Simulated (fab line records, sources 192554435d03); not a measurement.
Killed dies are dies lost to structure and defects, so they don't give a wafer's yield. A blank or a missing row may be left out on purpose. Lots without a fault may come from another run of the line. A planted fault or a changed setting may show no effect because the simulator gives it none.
A struck lot beside a sound one | flow n5_finfet | 15 steps out of a route of 1938
Sound: wafers L343.2, L343.3, L343.6. Struck: wafer L354.2. (L354.5 of the same lot was not struck and is left out.) The cause comes at the end.
At each step with rows: each side's tool, then ch and its chambers, then its first start. Under that, the readings that differ: sound wafers | struck wafers | difference of the means | sigmas: that difference in standard deviations of wafers without a fault.
alike: readings whose means differ by less than 2 such deviations, and words and numbers that are the same on both sides. not compared: withheld readings, readings that some wafer has no value for, bounds like >300 that may hide the same value, and numbers for which the record gives no deviation and whose values overlap.
The two part at a step that has a row with sigmas, a row that says differs or no value, or rows on one side only. Numbers that don't overlap but have no deviation are shown without sigmas and don't part them. A reading that every wafer of one side lacks parts them only if that side has two wafers or more.

first, 8 steps without rows for these wafers: N5_PASSIVATION_HMDS_37 (time 60 s); N5_PASSIVATION_COAT_38; N5_PASSIVATION_EBR_40; N5_PASSIVATION_SOFTBAKE_39 (time 120 s); N5_PASSIVATION_EXPOSE_41 (exposes mask PASS OPEN, defocus 0 nm, target cd 40000 nm); N5_PASSIVATION_PEB_42; N5_PASSIVATION_DEVELOP_43 (develop time 60 s); N5_PASSIVATION_HARDBAKE_45 (time 120 s).
N5_PASSIVATION_CD_MEAS_44: target cd 40000 nm.
  sound on cd_sem-02 ch 0, day 13 06:11; struck on cd_sem-01 ch 0, day 16 20:17
  alike: cd_nm
N5_PASSIVATION_OVL_MEAS_66:
  sound on overlay-01 ch 0, day 13 06:13; struck on overlay-01 ch 0, day 16 20:19
  alike: PASS_OPEN_OVL
N5_PASSIVATION_INSPECT_67: inspects for defects (macro).
  sound on defect_inspect-01, day 13 06:14; struck on defect_inspect-02, day 16 20:21
  alike: raw_defect_count
N5_PASSIVATION_DESCUM_46: chemistry O2, time 7.9 s.
  sound on rie_diel-03 ch 1,2,3, day 13 06:16; struck on rie_diel-04 ch 0, day 16 21:32
  reading                        | sound                | struck | difference | sigmas
  chamber_pressure_mTorr (mTorr) | 19.963 20.036 20.000 | 20.058 | +0.058     | +3
  rf_vpp_V (V)                   | 242.1 244.2 243.4    | 240.3  | -2.9       | -2
  alike: drypump_motor_current_A, oes_product_au, showerhead_plenum_p_Torr, throttle_valve_pct
  not compared: rf_hours_counter_h
N5_PASSIVATION_PASS_ETCH_47: etches SiNx in CF4/O2, target depth 770 nm, time 385 s.
  sound on rie_diel-03 ch 1,2,3, day 13 06:19; struck on rie_diel-04 ch 0, day 16 21:34
  reading                  | sound             | struck | difference | sigmas
  model.etch.depth_nm (nm) | 811.4 774.8 795.3 | 999    | +205       |
  alike: chamber_pressure_mTorr, drypump_motor_current_A, oes_ar_750_au, oes_product_au, rf_vpp_V, showerhead_plenum_p_Torr, throttle_valve_pct
  not compared: rf_hours_counter_h
N5_PASSIVATION_ETCH_54: etches SiO2 in CHF3/O2, target depth 880 nm, time 440 s.
  sound on rie_diel-03 ch 1,2,3, day 13 06:32; struck on rie_diel-04 ch 0, day 16 21:48
  alike: chamber_pressure_mTorr, drypump_motor_current_A, oes_ar_750_au, oes_product_au, rf_vpp_V, showerhead_plenum_p_Torr, throttle_valve_pct
  not compared: rf_hours_counter_h
N5_PASSIVATION_PROBE_49:
  the record has rows for the struck wafers here (prober-02, day 17 00:38) and none for the sound ones

WHERE THEY PART
First at N5_PASSIVATION_DESCUM_46; last, within this record, at N5_PASSIVATION_PROBE_49.

WHY: what the simulator had put in
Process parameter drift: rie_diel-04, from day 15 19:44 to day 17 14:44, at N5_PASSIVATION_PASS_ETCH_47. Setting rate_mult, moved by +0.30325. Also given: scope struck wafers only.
